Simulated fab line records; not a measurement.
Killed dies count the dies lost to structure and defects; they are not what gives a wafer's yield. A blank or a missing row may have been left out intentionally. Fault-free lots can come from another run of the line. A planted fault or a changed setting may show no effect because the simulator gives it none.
fab line records	flow nand-harc
[record] lots = 6	wafers = 18	last-day = 24
route steps=1159 shown A_CHANNEL_FILL_D1@495 END@1159
lots that met no fault: taken from a fault-free run of the same line
start-h: start of the lot's first displayed wafer, in hours after the record's first day	wait-h: time in hours since the lot's previous step	" repeats the value in the row above	L1.1+2: a single row standing in for several wafers	- no value, or no start was given	* or withheld: withheld	< > ~ a bound
route shown NAME@n: NAME is a module with steps in the file, n the number in the route of the first one	usual: average and standard deviation across the fault-free wafers	same: alike in all rows	chamber/n: place in a boat	sites: each site's reading	_std_site: the standard deviation of these	_edge_site: outer sites' mean less inner sites'	radius-mm: for every site, how far away it sits from the centre of the wafer	mask NAME#n: copy n	behind: the tool/chamber that last shaped the wafer	hold: reason for holding the lot/hours on hold/outcome of the hold	device: names the non-switching transistor (n, p or np)	end of line: tests of these same wafers at the route's end	for a step that has no rows: nothing shown but its recipe	killed: the dies lost at the first sort to structure and to defects; this is not the yield of the wafer	map: dies across one wafer; x = killed, . = not, _ = none there
set.NAME: the setting the step ran with; set.NAME@STEP: the setting that earlier step ran with	model.NAME: the simulator's own value behind a step, which no gauge read
lots seen at some steps along the route; tables by step, rows by wafer
services: a tool's chamber out of use, with start hour (start-h, from the record's first day; less than 0 if before it), hours out, and reason
[[steps]]
[step NHARC_A_CHANNEL_FILL_D1_ALD_15]
[recipe] target-thk-a = 20	pulse-time-s = 60	ald-cycles = 19	temp-c = 630	pressure-torr = 2	material = SiNx
[usual] ald-cycles = 19/0	precursor-pulse-height-rel = 0.999/0.019
lot.wafer	tool	chamber	start-h	wait-h	ald-cycles	precursor-pulse-height-rel
L203.3	ald-sin-batch-01	0	-	-	19	1.025
L203.4	"	0	"	"	19	0.998
L203.5	"	0	"	"	19	0.974
L205.2	ald-sin-batch-02	0	-	-	19	0.993
L205.4	"	0	"	"	19	0.988
L205.6	"	0	"	"	19	0.978
L213.3	ald-sin-batch-01	0	-	-	19	0.968
L213.4	"	0	"	"	19	1.011
L213.6	"	0	"	"	19	1.028
L216.2	ald-sin-batch-02	0	-	-	19	0.970
L216.3	"	0	"	"	19	1.012
L216.4	"	0	"	"	19	1.009
L219.2	ald-sin-batch-02	0	-	-	19	1.012
L219.3	"	0	"	"	19	0.978
L219.6	"	0	"	"	19	0.989
L222.1	ald-sin-batch-02	0	-	-	19	0.988
L222.3	"	0	"	"	19	0.986
L222.6	"	0	"	"	19	1.020
[step NHARC_A_CHANNEL_FILL_D1_ALD_16]
[recipe] target-thk-a = 15	pulse-time-s = 10	ald-cycles = 15	temp-c = 300	material = SiO2
[usual] ald-cycles = 15/0	heater-power-w = 450/39	precursor-pulse-height-rel = 1.000/0.02
lot.wafer	tool	chamber	start-h	wait-h	ald-cycles	heater-power-w	precursor-pulse-height-rel
L203.3	ald-hk-01	2	206.82	0.1	15	482	1.014
L203.4	"	0	"	"	15	470	0.984
L203.5	"	2	"	"	15	455	0.964
L205.4	ald-hk-01	2	217.21	1.3	15	461	0.977
L205.2	"	0	"	"	15	498	0.986
L205.6	"	3	"	"	15	411	0.996
L213.3	ald-hk-01	3	260.15	0.1	15	420	1.012
L213.4	"	0	"	"	15	475	0.996
L213.6	"	2	"	"	15	484	1.026
L216.2	ald-hk-04	1	291.22	0.1	15	425	1.005
L216.4	"	2	"	"	15	413	0.958
L216.3	"	3	"	"	15	378	1.012
L219.3	ald-hk-03	1	302.76	0.1	15	358	0.988
L219.2	"	2	"	"	15	523	0.971
L219.6	"	2	"	"	15	513	0.973
L222.3	ald-hk-04	3	316.28	2.6	15	377	0.999
L222.1	"	2	"	"	15	407	0.971
L222.6	"	0	"	"	15	486	0.988
[step NHARC_A_CHANNEL_FILL_D1_ANNEAL_17]
[recipe] temp-c = 850	time-s = 1800
[step NHARC_A_CHANNEL_FILL_D1_CVD_18]
[recipe] target-thk-a = 30	temp-c = 550	material = poly-Si
[step NHARC_A_CHANNEL_FILL_D1_ETCHBACK_19]
[recipe] target-depth-a = 50	time-s = 1.7	hbr-flow-sccm = 150	cl2-flow-sccm = 50	rf-w = 400	icp-w = 400	bias-w = 100	chemistry = HBr/Cl2
[usual] chamber-pressure-mTorr = 15.001/0.014	drypump-motor-current-A = 5.7/0.4	he-backside-leak-sccm = 2.66/0.27	oes-product-au = 0.999/0.011	throttle-valve-pct = 26.406/0.01
lot.wafer	tool	chamber	start-h	wait-h	chamber-pressure-mTorr	drypump-motor-current-A	he-backside-leak-sccm	oes-product-au	rf-hours-counter-h	throttle-valve-pct
L203.4	rie-si-03	2	218.66	0.4	15.015	5.3	2.44	1.010	0.6	26.403
L203.3	"	0	"	"	14.997	5.4	2.70	1.016	0.6	26.407
L203.5	"	2	"	"	15.014	5.3	2.34	1.005	-	26.392
L205.4	rie-si-02	1	228.66	0.4	14.993	5.5	2.64	0.990	0.1	26.402
L205.2	"	2	"	"	14.986	6.2	2.73	1.000	0.1	26.415
L205.6	"	0	"	"	15.006	6.2	2.40	1.001	-	26.412
L213.4	rie-si-02	3	272.74	0.4	14.999	5.4	2.38	1.019	0.5	26.396
L213.3	"	0	"	"	15.005	6.2	2.53	1.001	0.6	26.406
L213.6	"	3	"	"	14.993	5.4	2.37	1.022	-	26.419
L216.2	rie-si-06	3	300.59	0.4	14.986	6.4	2.85	0.982	0.9	26.412
L216.4	"	1	"	"	14.982	5.8	2.71	1.001	0.9	26.390
L216.3	"	2	"	"	14.997	4.8	2.87	0.994	0.9	26.423
L219.3	rie-si-02	2	314.42	0.4	14.992	6.2	2.77	0.999	0.9	26.403
L219.2	"	0	"	"	14.983	6.2	2.51	0.998	1.0	26.429
L219.6	"	2	"	"	15.019	6.2	2.85	0.998	-	26.402
L222.1	rie-si-03	3	328.05	0.4	14.990	5.5	2.75	1.009	1.4	26.398
L222.3	"	2	"	"	15.009	5.3	2.51	0.992	1.7	26.396
L222.6	"	0	"	"	14.963	5.4	2.82	1.026	-	26.402
[step NHARC_A_CHANNEL_FILL_D1_ETCHBACK_20]
[recipe] target-depth-a = 270	time-s = 13.5	c4f8-flow-sccm = withheld	o2-flow-sccm = 8	ar-flow-sccm = withheld	rf-w = 600	bias-w = 1500	chemistry = C4F8/O2/Ar
[step NHARC_A_CHANNEL_FILL_D1_STRIP_28]
[recipe] time-s = 20	o2-flow-sccm = 500	ar-flow-sccm = 0	bias-w = 0	chemistry = O2
[usual] chamber-pressure-mTorr = 60.00/0.059	drypump-motor-current-A = 5.9/0.42	oes-product-au = 0.997/0.012	rf-vpp-V = 57.6/0.89	showerhead-plenum-p-Torr = 3.44/0.15	throttle-valve-pct = 17.036/0.009
lot.wafer	tool	chamber	start-h	wait-h	chamber-pressure-mTorr	drypump-motor-current-A	oes-product-au	rf-hours-counter-h	rf-vpp-V	showerhead-plenum-p-Torr	throttle-valve-pct
L203.4	rie-diel-13	2	218.93	0.1	59.95	6.2	1.010	20	58.7	3.63	17.028
L203.3	"	1	"	"	59.91	6.1	0.981	20	57.3	3.51	17.035
L203.5	"	2	"	"	59.91	6.2	1.016	-	57.5	3.63	17.046
L205.2	rie-diel-01	2	228.87	0.1	59.96	6.1	0.981	3	57.1	3.30	17.030
L205.4	"	3	"	"	59.97	5.5	0.989	3	59.8	3.72	17.043
L205.6	"	3	"	"	59.99	5.6	0.987	-	58.4	3.72	17.044
L213.4	rie-diel-07	1	272.97	0.1	60.01	6.6	1.000	1	57.4	3.38	17.047
L213.3	"	2	"	"	59.97	5.7	0.987	1	57.0	3.67	17.028
L213.6	"	0	"	"	59.94	5.5	1.024	-	55.8	3.32	17.035
L216.3	rie-diel-01	2	300.83	0.1	59.85	6.1	0.972	6	56.8	3.30	17.040
L216.2	"	0	"	"	60.02	5.3	0.983	6	58.7	3.34	17.036
L216.4	"	1	"	"	59.98	6.3	0.994	5	56.7	3.33	17.036
L219.3	rie-diel-01	1	314.64	0.1	60.06	6.3	0.997	5	57.6	3.33	17.036
L219.2	"	3	"	"	59.99	5.5	0.989	6	58.0	3.72	17.037
L219.6	"	1	"	"	60.03	6.3	0.985	-	55.2	3.33	17.036
L222.3	rie-diel-07	1	328.27	0.1	60.02	6.6	1.013	2	56.8	3.38	17.044
L222.1	"	3	"	"	60.02	6.0	0.997	2	58.4	3.35	17.042
L222.6	"	1	"	"	59.97	6.6	1.002	-	58.1	3.38	17.029
[step NHARC_A_CHANNEL_FILL_D1_PRECLEAN_21]
[recipe] time-s = 30	chemistry = dHF
[step NHARC_A_CHANNEL_FILL_D1_SRD_23]
[step NHARC_A_CHANNEL_FILL_D1_CVD_05]
[recipe] target-thk-a = 50	temp-c = 550	material = poly-Si
[step NHARC_A_CHANNEL_FILL_D1_ANNEAL_22]
[recipe] temp-c = 620	time-s = 7200
[step NHARC_A_CHANNEL_FILL_D1_THK_MEAS_06]
[recipe] thk-meas-gauge = ellipsometry
[usual] thk-nm = 5.0/1.1
lot.wafer	tool	chamber	start-h	wait-h	thk-nm
L203.3	film-metro-01	-	230.45	0.4	5.5
L203.4	"	-	"	"	5.1
L203.5	"	-	"	"	5.9
L205.2	film-metro-02	-	240.54	0.4	5.7
L205.4	"	-	"	"	4.4
L205.6	"	-	"	"	3.3
L213.3	film-metro-02	-	285.42	0.4	5.3
L213.4	"	-	"	"	5.3
L213.6	"	-	"	"	5.8
L216.2	film-metro-02	-	312.49	0.4	4.1
L216.3	"	-	"	"	3.6
L216.4	"	-	"	"	7.0
L219.2	film-metro-01	-	327.25	0.4	3.6
L219.3	"	-	"	"	6.1
L219.6	"	-	"	"	6.6
L222.1	film-metro-01	-	339.83	0.4	4.2
L222.3	"	-	"	"	4.0
L222.6	"	-	"	"	4.0
[step NHARC_A_CHANNEL_FILL_D1_ALD_25]
[recipe] target-thk-a = 600	pulse-time-s = 10	ald-cycles = 600	temp-c = 300	material = SiOx
[usual] ald-cycles = 600/0	heater-power-w = 438/49	precursor-pulse-height-rel = 1.000/0.02
lot.wafer	tool	chamber	start-h	wait-h	ald-cycles	heater-power-w	precursor-pulse-height-rel
L203.4	ald-hk-03	3	231.10	0.7	600	395	1.004
L203.3	"	1	232.32	1.9	600	361	1.008
L203.5	"	2	"	"	600	521	0.972
L205.2	ald-hk-04	3	241.83	1.3	600	367	0.999
L205.4	"	0	"	"	600	494	1.003
L205.6	"	2	243.69	3.1	600	421	0.974
L213.3	ald-hk-04	0	286.09	0.7	719	507	0.982
L213.4	"	1	"	"	600	442	0.988
L213.6	"	3	287.94	2.5	600	368	1.014
L216.2	ald-hk-04	2	312.55	0.1	600	403	0.978
L216.3	"	3	"	"	600	381	0.981
L216.4	"	0	"	"	719	488	1.029
L219.2	ald-hk-01	0	328.13	0.9	600	471	0.994
L219.3	"	2	329.35	2.1	600	476	1.003
L219.6	"	3	"	"	600	439	0.992
L222.1	ald-hk-03	3	339.88	0.1	600	385	1.018
L222.3	"	1	341.08	1.3	600	375	0.986
L222.6	"	3	342.29	2.5	600	389	0.945
[step NHARC_A_CHANNEL_FILL_D1_ETCHBACK_08]
[recipe] target-depth-a = 2200	time-s = 110	c4f8-flow-sccm = 20	ar-flow-sccm = withheld	rf-w = 600	bias-w = 300	chemistry = C4F8
[usual] chamber-pressure-mTorr = 25.001/0.023	oes-product-au = 0.96/0.039	rf-vpp-V = 439.7/2.7
lot.wafer	tool	chamber	start-h	wait-h	chamber-pressure-mTorr	oes-product-au	rf-hours-counter-h	rf-vpp-V
L203.3	rie-diel-13	0	-	-	24.991	0.95	23	440.8
L203.4	"	2	"	"	24.982	0.94	23	442.2
L203.5	"	0	"	"	25.036	0.93	-	442.9
L205.2	rie-diel-13	2	-	-	25.022	0.93	26	442.4
L205.6	"	0	"	"	24.966	0.94	-	441.5
L205.4	"	2	"	"	25.029	0.94	-	443.4
L213.3	rie-diel-01	0	-	-	24.986	0.93	5	437.2
L213.4	"	1	"	"	25.032	0.94	5	435.0
L213.6	"	3	"	"	25.011	0.92	-	443.1
L216.2	rie-diel-07	0	-	-	25.032	1.00	2	438.0
L216.4	"	2	"	"	24.965	0.97	2	443.6
L216.3	"	3	"	"	25.009	1.01	2	436.2
L219.3	rie-diel-01	1	-	-	25.001	0.99	0	437.5
L219.2	"	2	"	"	24.999	1.01	0	435.6
L219.6	"	0	"	"	25.007	0.99	-	436.8
L222.1	rie-diel-07	3	-	-	24.991	0.92	3	438.6
L222.3	"	1	"	"	24.993	0.93	3	438.3
L222.6	"	0	"	"	24.986	0.93	-	437.7
[step NHARC_END_SORT_01]
[recipe] temp-c = 25
[usual] killed-at-array = 27/8.8	killed-at-other = 0.4/0.82	killed-at-periphery = 3.1/2.1	killed-dies = 31/8.8	killed-open = 3.3/2	killed-short = 2.0/1.4
[same] gross-dies = 677
lot.wafer	tool	chamber	start-h	wait-h	killed-at-array	killed-at-other	killed-at-periphery	killed-dies	killed-open	killed-short
L205.2	prober-01	0	475.36	2.8	38	0	2	40	3	1
L205.4	prober-01	0	476.96	3.4	37	0	0	37	1	1
L205.6	prober-01	0	478.56	4.0	38	0	2	40	4	1
L213.3	prober-02	0	518.68	3.1	13	0	3	16	5	1
L213.4	prober-02	0	519.48	3.4	15	0	1	16	3	0
L213.6	prober-02	0	521.09	4.0	12	0	4	16	2	2
L219.2	prober-02	0	546.80	2.8	18	0	3	21	1	3
L219.3	prober-02	0	547.60	3.1	31	1	4	36	7	3
L219.6	prober-02	0	549.99	4.0	26	2	0	28	3	4
L222.1	prober-02	0	561.60	2.5	32	1	1	34	3	3
L222.3	prober-02	0	563.18	3.1	30	0	4	34	3	2
L222.6	prober-02	0	565.54	3.9	30	1	3	34	2	2
// killed by level:class
L205.2 A_CHANNEL_HOLE_D1:chamber-film-flake=21 A_SLIT:chamber-film-flake=8 A_CONTACT:chamber-film-flake=2 A_M1:chamber-film-flake=2 P_CONTACT:geometric-particle:open=1 A_STAIRCASE:geometric-particle:open=1 A_WL_FILL:geometric-particle:short=1 A_CONTACT:geometric-particle:open=1
L205.4 A_CHANNEL_HOLE_D1:chamber-film-flake=16 A_SLIT:chamber-film-flake=7 A_CONTACT:chamber-film-flake=5 A_M1:chamber-film-flake=3 A_CHANNEL_FILL_D1:chamber-film-flake=2 A_STAIRCASE:chamber-film-flake=2 A_CHANNEL_FILL_D1:geometric-particle:open=1 A_CONTACT:geometric-particle:short=1
L205.6 A_CHANNEL_HOLE_D1:chamber-film-flake=12 A_STAIRCASE:chamber-film-flake=7 A_SLIT:chamber-film-flake=6 A_M1:chamber-film-flake=6 A_CONTACT:geometric-particle:open=2 P_M1:geometric-particle:open=1 A_SOURCE_PLATE:geometric-particle:open=1 A_M0:geometric-particle:short=1
L213.3 A_CHANNEL_HOLE_D1:chamber-film-flake=6 P_M0:geometric-particle:open=2 A_WL_FILL:geometric-particle:short=1 A_CONTACT:geometric-particle:open=1 A_M0:geometric-particle:open=1 A_M1:geometric-particle:open=1 P_STI:chamber-film-flake=1 A_STAIRCASE:chamber-film-flake=1
L213.4 A_CHANNEL_HOLE_D1:chamber-film-flake=4 A_STAIRCASE:chamber-film-flake=4 A_CONTACT:chamber-film-flake=3 A_WL_FILL:geometric-particle:open=1 A_CONTACT:geometric-particle:open=1 A_BONDPAD:geometric-particle:open=1 P_STI:chamber-film-flake=1 A_WL_FILL:chamber-film-flake=1
L213.6 A_CONTACT:chamber-film-flake=5 P_STI:chamber-film-flake=2 A_STAIRCASE:chamber-film-flake=2 A_WL_FILL:chamber-film-flake=2 P_M0:geometric-particle:open=1 P_M1:geometric-particle:short=1 A_M0:geometric-particle:short=1 A_M1:geometric-particle:open=1
L219.2 A_SLIT:chamber-film-flake=9 A_CHANNEL_HOLE_D1:chamber-film-flake=3 A_WL_FILL:geometric-particle:short=2 P_GATE:chamber-film-flake=2 A_SOURCE_PLATE:geometric-particle:short=1 A_M1:geometric-particle:open=1 P_ZERO_WELL:chamber-film-flake=1 A_STAIRCASE:chamber-film-flake=1
L219.3 A_SLIT:chamber-film-flake=12 A_CHANNEL_HOLE_D1:chamber-film-flake=5 A_CONTACT:chamber-film-flake=3 P_GATE:chamber-film-flake=2 A_CHANNEL_FILL_D1:chamber-film-flake=2 P_CONTACT:geometric-particle:open=1 P_M0:geometric-particle:open=1 A_SOURCE_PLATE:geometric-particle:open=1
L219.6 A_SLIT:chamber-film-flake=10 A_CHANNEL_HOLE_D1:chamber-film-flake=7 A_STAIRCASE:chamber-film-flake=2 A_CONTACT:chamber-film-flake=2 A_ONON_D1:geometric-particle:open=1 A_ONON_D1:geometric-particle:short=1 A_CHANNEL_FILL_D1:geometric-particle:short=1 A_WL_FILL:geometric-particle:open=1
L222.1 A_CHANNEL_HOLE_D1:chamber-film-flake=21 A_STAIRCASE:chamber-film-flake=3 A_WL_FILL:geometric-particle:open=2 A_WL_FILL:chamber-film-flake=2 A_SGD_CUT:geometric-particle:short=1 A_CONTACT:geometric-particle:short=1 A_BLC:geometric-particle:open=1 A_M0:geometric-particle:short=1
L222.3 A_CHANNEL_HOLE_D1:chamber-film-flake=19 A_CONTACT:chamber-film-flake=3 P_STI:chamber-film-flake=2 A_STAIRCASE:chamber-film-flake=2 A_WL_FILL:chamber-film-flake=2 P_M1:geometric-particle:open=1 A_CHANNEL_FILL_D1:geometric-particle:open=1 A_SLIT:geometric-particle:short=1
L222.6 A_CHANNEL_HOLE_D1:chamber-film-flake=21 A_STAIRCASE:chamber-film-flake=4 A_WL_FILL:chamber-film-flake=3 P_GATE:geometric-particle:open=1 P_M1:geometric-particle:open=1 A_WL_FILL:geometric-particle:short=1 A_M1:geometric-particle:short=1 P_GATE:chamber-film-flake=1
[[services]]
tool	chamber	start-h	hours	kind
rie-si-06	-	183.00	9.0	pm
ald-hk-03	-	185.47	0.8	repair
ald-hk-04	-	186.97	10.0	pm
rie-si-02	-	211.00	9.0	pm
ald-hk-03	-	212.30	13.6	repair
rie-diel-07	-	228.20	9.0	pm
ald-hk-01	-	230.80	10.0	pm
rie-diel-01	1	234.49	16.3	repair
rie-diel-01	2	238.04	8.0	repair
rie-diel-13	3	240.82	10.0	repair
rie-si-03	0	248.01	9.7	repair
rie-diel-13	1	252.75	2.7	repair
rie-si-03	-	257.11	3.4	repair
rie-diel-13	-	276.00	9.0	pm
rie-diel-01	0	278.64	1.9	repair
rie-diel-01	1	284.57	4.3	repair
rie-diel-01	0	287.27	2.0	repair
rie-si-03	0	312.01	6.6	repair
rie-diel-01	-	314.82	9.0	pm
ald-hk-03	-	322.55	10.0	pm
rie-diel-07	2	328.26	18.7	repair
rie-si-03	-	332.00	9.0	pm
rie-si-06	-	335.05	0.5	repair
rie-si-03	-	342.25	0.7	repair
[[key]]
[first-sign] step = NHARC_A_CHANNEL_FILL_D1_ALD_25	reading = ald-cycles	direction = up	sigmas = 99+	usual = 600	struck = 719
effect none on later readings
met-at NHARC_A_CHANNEL_FILL_D1_ALD_25
struck-wafers L213.3,L216.4
tester-left-out L213,L216
onset-between 241.83 286.09
[fault] kind = process-parameter-drift	tool = ald-hk-04	chamber = 0	onset-h = 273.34	steps = NHARC_A_CHANNEL_FILL_D1_ALD_25	channel = ald-cycles	offset = 119	shape = step	end-h = 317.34	acts-in = these-recipes-only	stated = 600
// tester-left-out: of these lots the tester's yield and bins aren't shown, on N5 and GAA mostly nor the transistor test; their killed dies are dies lost to structure and defects alone, not to doping, threshold or leakage, so they don't give the yield
